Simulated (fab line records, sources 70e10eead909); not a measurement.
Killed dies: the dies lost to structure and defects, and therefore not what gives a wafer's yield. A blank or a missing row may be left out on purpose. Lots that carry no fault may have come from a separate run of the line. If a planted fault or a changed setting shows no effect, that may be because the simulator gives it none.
Which of the tools did it?	flow nand-harc	23 lots, 69 wafers sampled, at 6 steps of a route of 1302

## WHAT THE GAUGES SHOWED, per wafer
No reading from a measuring or inspecting step in the record can be judged against a usual standard deviation.

## WHAT TOOL EACH LOT RAN ON (gives the tool, then ch and the chambers of the sampled wafers, and finally the start)
lot	NHARC_A_CHANNEL_HOLE_D2_ETCH_19	NHARC_A_CHANNEL_HOLE_D2_ETCH_44	NHARC_A_CHANNEL_FILL_D2_ALD_16	NHARC_A_STAIRCASE_TRIM_18	NHARC_A_STAIRCASE_ETCH_19	NHARC_A_STAIRCASE_TRIM_20
L074	har-etch-01 ch 0,1, day 13 13:19	rie-diel-11 ch 0,1,2, day 13 18:04	ald-hk-04 ch 0,2, day 14 07:23	rie-diel-10 ch 1,2,3, day 15 23:48 or earlier	rie-diel-10 ch 1,3, day 15 23:48 or earlier	rie-diel-05 ch 1,2,3, day 15 23:48
L075	har-etch-02 ch 0,1, day 13 13:59	rie-diel-07 ch 0,1,2, day 13 18:43	ald-hk-02 ch 0,1, day 14 07:22	rie-diel-05 ch 0,2,3, day 15 23:56 or earlier	rie-diel-05 ch 0,2,3, day 15 23:56 or earlier	rie-diel-05 ch 0,2,3, day 15 23:56
L076	har-etch-01 ch 0,1, day 14 03:37	rie-diel-11 ch 0,1,2, day 14 08:20	ald-hk-02 ch 0,1,2, day 14 22:08	rie-diel-10 ch 0,2,3, day 16 13:31 or earlier	rie-diel-10 ch 1,2,3, day 16 13:31 or earlier	rie-diel-01 ch 0,1,2, day 16 13:31
L077	har-etch-02 ch 1, day 14 05:29	rie-diel-04 ch 0,1,3, day 14 14:24	ald-hk-04 ch 0,1,3, day 15 03:55	rie-diel-05 ch 1,2, day 16 19:46 or earlier	rie-diel-05 ch 1,2, day 16 19:46 or earlier	rie-diel-05 ch 1,2, day 16 19:46
L078	har-etch-02 ch 0,1, day 14 22:49	rie-diel-11 ch 1,2,3, day 15 03:31	ald-hk-02 ch 0,1, day 15 17:04	rie-diel-01 ch 2,3, day 17 12:02 or earlier	rie-diel-01 ch 0,2,3, day 17 12:02 or earlier	rie-diel-10 ch 1,2,3, day 17 12:02
L079	har-etch-02 ch 0,1, day 15 03:51	rie-diel-11 ch 2,3, day 15 08:36	ald-hk-04 ch 0,1,2, day 15 22:12	rie-diel-05 ch 2,3, day 17 12:09 or earlier	rie-diel-05 ch 1,2,3, day 17 12:09 or earlier	rie-diel-01 ch 1,2, day 17 12:09
L080	har-etch-02 ch 0,1, day 15 16:05	rie-diel-07 ch 0,3, day 15 20:49	ald-hk-02 ch 0,3, day 16 10:28	rie-diel-10 ch 0,1,3, day 18 01:54 or earlier	rie-diel-10 ch 1,2,3, day 18 01:54 or earlier	rie-diel-01 ch 0,1,3, day 18 01:54
L081	har-etch-01 ch 0,1, day 15 20:48	rie-diel-11 ch 0,1,2, day 16 01:29	ald-hk-04 ch 0,2, day 16 14:55	rie-diel-05 ch 0,2, day 18 10:01 or earlier	rie-diel-05 ch 1,2, day 18 10:01 or earlier	rie-diel-01 ch 1,2,3, day 18 10:01
L082	har-etch-01 ch 0,1, day 16 17:43	rie-diel-07 ch 0,2, day 16 22:29	ald-hk-02 ch 0,1,3, day 17 15:20	rie-diel-05 ch 0,1,2, day 19 07:33 or earlier	rie-diel-05 ch 1,2,3, day 19 07:33 or earlier	rie-diel-05 ch 0,1,3, day 19 07:33
L083	har-etch-01 ch 0,1, day 16 21:53	rie-diel-04 ch 0,3, day 17 02:35	ald-hk-03 ch 1,2, day 17 20:17	rie-diel-10 ch 1,2,3, day 19 13:53 or earlier	rie-diel-10 ch 1,2,3, day 19 13:53 or earlier	rie-diel-05 ch 1,2,3, day 19 13:53
L084	har-etch-02 ch 1, day 17 15:20	rie-diel-11 ch 0,1,3, day 17 20:02	ald-hk-02 ch 1,2,3, day 18 09:48	rie-diel-10 ch 0,2,3, day 20 03:17 or earlier	rie-diel-10 ch 0,1, day 20 03:17 or earlier	rie-diel-10 ch 1,3, day 20 03:17
L086	har-etch-01 ch 0,1, day 17 21:04	rie-diel-07 ch 0,2,3, day 18 02:02	ald-hk-04 ch 0,1,3, day 18 15:34	rie-diel-05 ch 0,1,3, day 20 09:44 or earlier	rie-diel-05 ch 0,1,3, day 20 09:44 or earlier	rie-diel-05 ch 0,2,3, day 20 09:44
L085	har-etch-02 ch 0,1, day 17 22:43	rie-diel-04 ch 1,2, day 18 03:26	ald-hk-02 ch 0,1, day 18 15:34	rie-diel-10 ch 0,1,3, day 20 10:12 or earlier	rie-diel-10 ch 0,2,3, day 20 10:12 or earlier	rie-diel-05 ch 0,2, day 20 10:12
L087	har-etch-01 ch 0,1, day 18 12:55	rie-diel-11 ch 0,2,3, day 18 17:35	ald-hk-02 ch 0,3, day 19 08:03	rie-diel-10 ch 0,1,3, day 20 23:49 or earlier	rie-diel-10 ch 0,1,3, day 20 23:49 or earlier	rie-diel-10 ch 0,2,3, day 20 23:49
L089	har-etch-01 ch 0,1, day 19 06:59	rie-diel-04 ch 0,3, day 19 11:41	ald-hk-03 ch 0,1,3, day 20 01:10	rie-diel-05 ch 0,1, day 21 16:49 or earlier	rie-diel-05 ch 0,3, day 21 16:49 or earlier	rie-diel-05 ch 0,2,3, day 21 16:49
L088	har-etch-01 ch 0,1, day 19 11:08	rie-diel-04 ch 0,1,2, day 19 15:51	ald-hk-02 ch 0,1,2, day 20 05:38	rie-diel-05 ch 1,2,3, day 21 23:00 or earlier	rie-diel-05 ch 0,1,3, day 21 23:00 or earlier	rie-diel-01 ch 1,2,3, day 21 23:00
L090	har-etch-01 ch 1, day 20 09:43	rie-diel-04 ch 1,2, day 20 14:25	ald-hk-02 ch 1,3, day 21 03:55	rie-diel-10 ch 1,3, day 22 20:18 or earlier	rie-diel-10 ch 0,1,3, day 22 20:18 or earlier	rie-diel-01 ch 0,1, day 22 20:18
L092	har-etch-01 ch 0,1, day 20 21:55	rie-diel-04 ch 0,1,3, day 21 02:40	ald-hk-02 ch 0,2,3, day 21 16:20	rie-diel-01 ch 0,1,2, day 23 11:23 or earlier	rie-diel-01 ch 0,1,2, day 23 11:23 or earlier	rie-diel-01 ch 0,1,2, day 23 11:23
L094	har-etch-01 ch 0,1, day 21 17:40	rie-diel-04 ch 0,1,3, day 21 22:23	ald-hk-03 ch 1,2, day 22 11:44	rie-diel-01 ch 1,2,3, day 24 06:16 or earlier	rie-diel-01 ch 0,3, day 24 06:16 or earlier	rie-diel-01 ch 2,3, day 24 06:16
L095	har-etch-02 ch 0,1, day 21 18:46	rie-diel-04 ch 1,2,3, day 21 23:32	ald-hk-02 ch 0,1,3, day 22 11:45	rie-diel-05 ch 0,3, day 24 03:08 or earlier	rie-diel-05 ch 0,1,3, day 24 03:08 or earlier	rie-diel-05 ch 0,1, day 24 03:08
L093	har-etch-01 ch 0,1, day 21 21:49	rie-diel-07 ch 0,1, day 22 02:35	ald-hk-02 ch 1,2,3, day 22 17:49	rie-diel-05 ch 2,3, day 24 09:21 or earlier	rie-diel-05 ch 0,3, day 24 09:21 or earlier	rie-diel-10 ch 0,2,3, day 24 09:21
L096	har-etch-02 ch 0,1, day 21 23:42	rie-diel-04 ch 1,2,3, day 22 04:23	ald-hk-04 ch 0,1,2, day 22 17:53	rie-diel-10 ch 0,1,2, day 24 09:26 or earlier	rie-diel-10 ch 0,2, day 24 09:26 or earlier	rie-diel-10 ch 0,2,3, day 24 09:26
L097	har-etch-02 ch 0,1, day 23 05:34	rie-diel-07 ch 0,1,2, day 23 10:18	ald-hk-04 ch 0,1,2, day 24 01:38	rie-diel-10 ch 0,2,3, day 25 17:28 or earlier	rie-diel-10 ch 0,1,2, day 25 17:28 or earlier	rie-diel-10 ch 0,2,3, day 25 17:28
- NHARC_A_CHANNEL_HOLE_D2_ETCH_19: etches the open film in C4F8/O2/Ar, time 34.5 s.
- NHARC_A_CHANNEL_HOLE_D2_ETCH_44: etches the open film in CF4/O2, target depth 140 nm, overetch 14 nm, time 77 s.
- NHARC_A_CHANNEL_FILL_D2_ALD_16: deposits SiO2, target thk 1.5 nm, pulse time 10 s, ald cycles 15.
- NHARC_A_STAIRCASE_TRIM_18: chemistry O2, time 211.2 s.
- NHARC_A_STAIRCASE_ETCH_19: etches the open film in C4F8/O2, target depth 100 nm, time 40.5 s.
- NHARC_A_STAIRCASE_TRIM_20: chemistry O2, time 211.2 s.

## WHAT THE TOOLS THEMSELVES READ (means of the sampled wafers that have a number; where no wafer has one, the mark that the record gives instead)
NHARC_A_CHANNEL_HOLE_D2_ETCH_19. Usual: drypump-motor-current-A 5.7 A, standard deviation 0.67; showerhead-plenum-p-Torr 3.77 Torr, standard deviation 0.13; throttle-valve-pct 37.038 %, standard deviation 0.0098.
lot	tool	drypump-motor-current-A (A)	showerhead-plenum-p-Torr (Torr)	throttle-valve-pct (%)	flag
L074	har-etch-01	5.0	3.79	37.034	
L075	har-etch-02	6.3	3.68	37.030	
L076	har-etch-01	5.1	3.78	37.035	
L077	har-etch-02	6.1	3.77	37.039	
L078	har-etch-02	6.3	3.66	37.038	
L079	har-etch-02	6.3	3.66	37.040	
L080	har-etch-02	6.5	3.56	37.035	
L081	har-etch-01	5.1	3.77	37.034	
L082	har-etch-01	5.2	3.82	37.041	
L083	har-etch-01	5.1	3.76	37.037	
L084	har-etch-02	6.2	3.75	37.043	
L086	har-etch-01	5.2	3.81	37.040	
L085	har-etch-02	6.5	3.90	37.034	
L087	har-etch-01	5.1	3.74	37.044	
L089	har-etch-01	5.2	3.80	37.034	
L088	har-etch-01	5.2	3.79	37.046	
L090	har-etch-01	5.3	3.84	37.038	
L092	har-etch-01	5.2	3.78	37.036	
L094	har-etch-01	5.2	3.78	37.048	
L095	har-etch-02	6.5	3.87	37.038	
L093	har-etch-01	5.1	3.72	37.040	
L096	har-etch-02	6.5	3.87	37.039	
L097	har-etch-02	6.3	3.78	37.046	

NHARC_A_CHANNEL_HOLE_D2_ETCH_44. Usual: drypump-motor-current-A 5.5 A, standard deviation 0.39; oes-product-au 0.998 a.u., standard deviation 0.0078; rf-vpp-V 197.9 V, standard deviation 1.2; showerhead-plenum-p-Torr 1.34 Torr, standard deviation 0.045; throttle-valve-pct 13.397 %, standard deviation 0.0087.
lot	tool	drypump-motor-current-A (A)	oes-product-au (a.u.)	rf-vpp-V (V)	showerhead-plenum-p-Torr (Torr)	throttle-valve-pct (%)	flag
L074	rie-diel-11	5.7	0.998	196.4	1.30	13.399	
L075	rie-diel-07	5.4	0.998	197.4	1.34	13.401	
L076	rie-diel-11	5.7	1.009	197.8	1.30	13.395	
L077	rie-diel-04	5.7	1.002	197.5	1.36	13.397	
L078	rie-diel-11	5.2	1.009	196.5	1.29	13.398	
L079	rie-diel-11	5.2	1.008	196.6	1.28	13.394	
L080	rie-diel-07	5.4	1.000	198.6	1.37	13.403	
L081	rie-diel-11	5.7	1.003	196.9	1.30	13.400	
L082	rie-diel-07	5.4	0.999	198.7	1.38	13.399	
L083	rie-diel-04	5.6	0.996	198.9	1.35	13.388	
L084	rie-diel-11	5.6	1.003	197.9	1.33	13.400	
L086	rie-diel-07	5.2	0.999	198.6	1.38	13.405	
L085	rie-diel-04	5.7	0.986	199.0	1.37	13.399	
L087	rie-diel-11	5.6	1.004	197.3	1.32	13.392	
L089	rie-diel-04	5.7	0.992	197.4	1.34	13.392	
L088	rie-diel-04	5.7	1.005	198.7	1.35	13.397	
L090	rie-diel-04	5.7	1.002	198.1	1.37	13.401	
L092	rie-diel-04	5.7	0.997	197.6	1.36	13.395	
L094	rie-diel-04	5.7	0.996	198.7	1.36	13.403	
L095	rie-diel-04	5.6	0.989	197.9	1.36	13.398	
L093	rie-diel-07	5.5	1.001	197.0	1.30	13.398	
L096	rie-diel-04	5.6	0.992	199.0	1.36	13.398	
L097	rie-diel-07	5.4	0.993	197.9	1.34	13.392	

NHARC_A_CHANNEL_FILL_D2_ALD_16. Usual: heater-power-w 473 W, standard deviation 50; precursor-pulse-height-rel 0.999, standard deviation 0.02.
lot	tool	heater-power-w (W)	precursor-pulse-height-rel	flag
L074	ald-hk-04	463	1.008	
L075	ald-hk-02	494	1.003	
L076	ald-hk-02	467	0.987	
L077	ald-hk-04	497	1.012	
L078	ald-hk-02	496	1.009	
L079	ald-hk-04	466	0.985	
L080	ald-hk-02	457	1.000	
L081	ald-hk-04	485	0.985	
L082	ald-hk-02	463	1.011	
L083	ald-hk-03	479	0.992	
L084	ald-hk-02	448	1.012	
L086	ald-hk-04	499	0.986	
L085	ald-hk-02	472	1.001	
L087	ald-hk-02	472	1.013	
L089	ald-hk-03	513	1.001	
L088	ald-hk-02	433	1.002	
L090	ald-hk-02	482	1.004	
L092	ald-hk-02	444	0.987	
L094	ald-hk-03	488	1.017	
L095	ald-hk-02	465	1.004	
L093	ald-hk-02	449	1.002	
L096	ald-hk-04	480	1.026	
L097	ald-hk-04	476	1.003	

NHARC_A_STAIRCASE_TRIM_18. Usual: drypump-motor-current-A 5.6 A, standard deviation 0.48; oes-product-au 1.004 a.u., standard deviation 0.0074; rf-vpp-V 57.8 V, standard deviation 0.84; showerhead-plenum-p-Torr 3.54 Torr, standard deviation 0.13; throttle-valve-pct 17.035 %, standard deviation 0.0089.
lot	tool	drypump-motor-current-A (A)	oes-product-au (a.u.)	rf-vpp-V (V)	showerhead-plenum-p-Torr (Torr)	throttle-valve-pct (%)	flag
L074	rie-diel-10	6.1	0.992	57.9	3.59	17.037	
L075	rie-diel-05	5.2	0.997	58.5	3.58	17.033	
L076	rie-diel-10	5.6	1.000	58.5	3.57	17.046	
L077	rie-diel-05	5.7	0.997	57.7	3.47	17.036	
L078	rie-diel-01	5.8	1.010	58.4	3.58	17.031	
L079	rie-diel-05	5.0	0.997	58.4	3.61	17.039	
L080	rie-diel-10	5.8	1.000	57.9	3.53	17.031	
L081	rie-diel-05	5.1	1.006	58.0	3.63	17.032	
L082	rie-diel-05	5.4	0.999	56.9	3.54	17.039	
L083	rie-diel-10	6.1	1.010	57.7	3.57	17.039	
L084	rie-diel-10	5.6	1.006	57.4	3.56	17.038	
L086	rie-diel-05	5.5	1.002	58.0	3.44	17.026	
L085	rie-diel-10	5.7	1.003	57.7	3.52	17.032	
L087	rie-diel-10	5.8	1.002	58.0	3.52	17.033	
L089	rie-diel-05	5.8	1.008	57.8	3.41	17.033	
L088	rie-diel-05	5.4	0.999	56.7	3.47	17.029	
L090	rie-diel-10	6.2	1.002	57.8	3.53	17.042	
L092	rie-diel-01	5.7	1.006	58.0	3.60	17.041	
L094	rie-diel-01	5.8	1.010	57.5	3.60	17.034	
L095	rie-diel-05	5.3	1.006	58.0	3.51	17.025	
L093	rie-diel-05	5.0	1.000	58.4	3.59	17.036	
L096	rie-diel-10	5.7	1.005	57.5	3.60	17.044	
L097	rie-diel-10	5.6	1.012	57.9	3.53	17.033	

NHARC_A_STAIRCASE_ETCH_19. Usual: oes-product-au 0.947 a.u., standard deviation 0.0091; rf-vpp-V 896 V, standard deviation 4.9.
lot	tool	oes-product-au (a.u.)	rf-vpp-V (V)	flag
L074	rie-diel-10	0.926	895	
L075	rie-diel-05	0.943	898	
L076	rie-diel-10	0.940	898	
L077	rie-diel-05	0.948	898	
L078	rie-diel-01	0.953	898	
L079	rie-diel-05	0.947	893	
L080	rie-diel-10	0.935	898	
L081	rie-diel-05	0.947	898	
L082	rie-diel-05	0.946	893	
L083	rie-diel-10	0.955	898	
L084	rie-diel-10	0.958	897	
L086	rie-diel-05	0.951	893	
L085	rie-diel-10	0.950	897	
L087	rie-diel-10	0.947	895	
L089	rie-diel-05	0.953	894	
L088	rie-diel-05	0.946	893	
L090	rie-diel-10	0.942	896	
L092	rie-diel-01	0.946	899	
L094	rie-diel-01	0.956	897	
L095	rie-diel-05	0.945	893	
L093	rie-diel-05	0.936	895	
L096	rie-diel-10	0.944	898	
L097	rie-diel-10	0.954	899	

NHARC_A_STAIRCASE_TRIM_20. Usual: drypump-motor-current-A 5.6 A, standard deviation 0.45; oes-product-au 1.004 a.u., standard deviation 0.0073; rf-vpp-V 57.9 V, standard deviation 0.81; showerhead-plenum-p-Torr 3.55 Torr, standard deviation 0.13; throttle-valve-pct 17.036 %, standard deviation 0.0095.
lot	tool	drypump-motor-current-A (A)	oes-product-au (a.u.)	rf-vpp-V (V)	showerhead-plenum-p-Torr (Torr)	throttle-valve-pct (%)	flag
L074	rie-diel-05	5.4	1.005	58.0	3.49	17.039	
L075	rie-diel-05	5.2	0.999	57.8	3.58	17.029	
L076	rie-diel-01	5.7	1.003	58.3	3.63	17.038	
L077	rie-diel-05	5.7	1.000	57.0	3.47	17.036	
L078	rie-diel-10	6.0	0.992	58.1	3.58	17.028	
L079	rie-diel-01	5.9	0.990	57.9	3.69	17.044	
L080	rie-diel-01	5.8	1.012	58.0	3.64	17.035	
L081	rie-diel-01	5.8	0.997	57.1	3.63	17.032	
L082	rie-diel-05	5.5	1.013	57.4	3.44	17.034	
L083	rie-diel-05	5.4	0.998	57.0	3.48	17.041	
L084	rie-diel-10	6.1	1.010	57.3	3.47	17.030	
L086	rie-diel-05	5.1	1.002	57.4	3.56	17.038	
L085	rie-diel-05	5.0	0.998	58.2	3.66	17.027	
L087	rie-diel-10	5.6	1.011	58.0	3.55	17.038	
L089	rie-diel-05	5.1	1.004	58.6	3.56	17.037	
L088	rie-diel-01	5.8	1.004	57.5	3.61	17.040	
L090	rie-diel-01	5.9	1.003	57.4	3.67	17.025	
L092	rie-diel-01	5.7	1.007	58.4	3.60	17.037	
L094	rie-diel-01	5.8	1.012	57.7	3.55	17.038	
L095	rie-diel-05	5.6	1.000	58.2	3.49	17.027	
L093	rie-diel-10	5.6	1.006	58.6	3.54	17.036	
L096	rie-diel-10	5.6	1.012	57.5	3.54	17.033	
L097	rie-diel-10	5.6	1.007	58.0	3.53	17.040	

## THE ANSWER, worked out from the rows above alone
Rule: take the mean of a lot's wafers that have a number; if it is more than 3 standard deviations from the usual mean, the lot is off. A lot without any number at a reading at which 4 lots or more have one is off too. Any other lot the step has rows for is counted as sound. First the gauges in route order, then the tools' own readings, where a lot's mean is used as printed above. The first step at which some lot is off is used, and at that step the reading that is off furthest; a lot without a number counts as furthest.
No lot is off at any reading shown: from this, nothing can be told.

## WHAT WAS PUT IN BY THE SIMULATOR
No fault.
